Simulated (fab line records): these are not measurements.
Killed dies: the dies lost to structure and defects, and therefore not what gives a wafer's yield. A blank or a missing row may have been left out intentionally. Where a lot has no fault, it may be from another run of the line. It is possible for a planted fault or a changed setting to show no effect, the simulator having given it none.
The tool behind it: which one? | flow nandHarc | 6 lots, 18 wafers sampled, at 3 steps of a route of 1302

== WHAT EACH GAUGE READ, for each wafer ==
NHARC_P_ZERO_WELL_CD_MEAS_37 targets a cd of 720 nm.
lot  | measured     | on       | cdNm (nm)
L474 | day 2 09:51  | cdSem-03 | 720.2 715.5 717.5
L476 | day 3 06:07  | cdSem-02 | 716.7 715.7 718.9
L480 | day 4 22:15  | cdSem-01 | 719.3 717.6 720.6
L488 | day 8 06:04  | cdSem-02 | 719.4 722.0 717.3
L490 | day 9 02:01  | cdSem-02 | 722.3 723.8 719.3
L494 | day 10 18:08 | cdSem-01 | 718.5 722.8 723.1

== TOOL THAT RAN EACH LOT (tool first, then ch and the chambers of the sampled wafers, then the start) ==
lot  | NHARC_P_ZERO_WELL_DESCUM_13       | NHARC_P_ZERO_WELL_PEB_35
L474 | rieDiel-02 ch 2,3, day 2 07:17    | lithoTrack-05 ch 0, day 2 09:46
L476 | rieDiel-03 ch 0,1,2, day 3 03:25  | lithoTrack-05 ch 0, day 3 06:01
L480 | rieDiel-03 ch 0,1,3, day 4 19:25  | lithoTrack-05 ch 0, day 4 22:09
L488 | rieDiel-03 ch 2,3, day 8 03:25    | lithoTrack-05 ch 0, day 8 05:58
L490 | rieDiel-03 ch 0,2,3, day 8 23:23  | lithoTrack-02 ch 0, day 9 01:56
L494 | rieDiel-06 ch 1,2,3, day 10 15:17 | lithoTrack-02 ch 0, day 10 18:02
- NHARC_P_ZERO_WELL_DESCUM_13: chemistry O2, time 3 s.
- NHARC_P_ZERO_WELL_PEB_35: peb time 85 s.

== THE ANSWER, worked out from the rows above alone ==
Rule: the lots themselves supply what counts as usual. Put in order of their means at a reading, lots are off if they are a third of the lots or fewer, leave a main group of 4 or more, and stand apart from it by a gap of 3 or more times the standard deviation of the main group's means; of several such gaps the widest counts. The tables above print the reading to a certain number of digits; a main group whose means all agree to those digits is not used. A lot without any number at a reading at which 4 lots or more have one is off too. Any other lot the step has rows for is counted as sound.
Across all readings shown, no lot is off: no conclusion can be drawn from this.

== WHAT THE SIMULATOR HAD PUT IN ==
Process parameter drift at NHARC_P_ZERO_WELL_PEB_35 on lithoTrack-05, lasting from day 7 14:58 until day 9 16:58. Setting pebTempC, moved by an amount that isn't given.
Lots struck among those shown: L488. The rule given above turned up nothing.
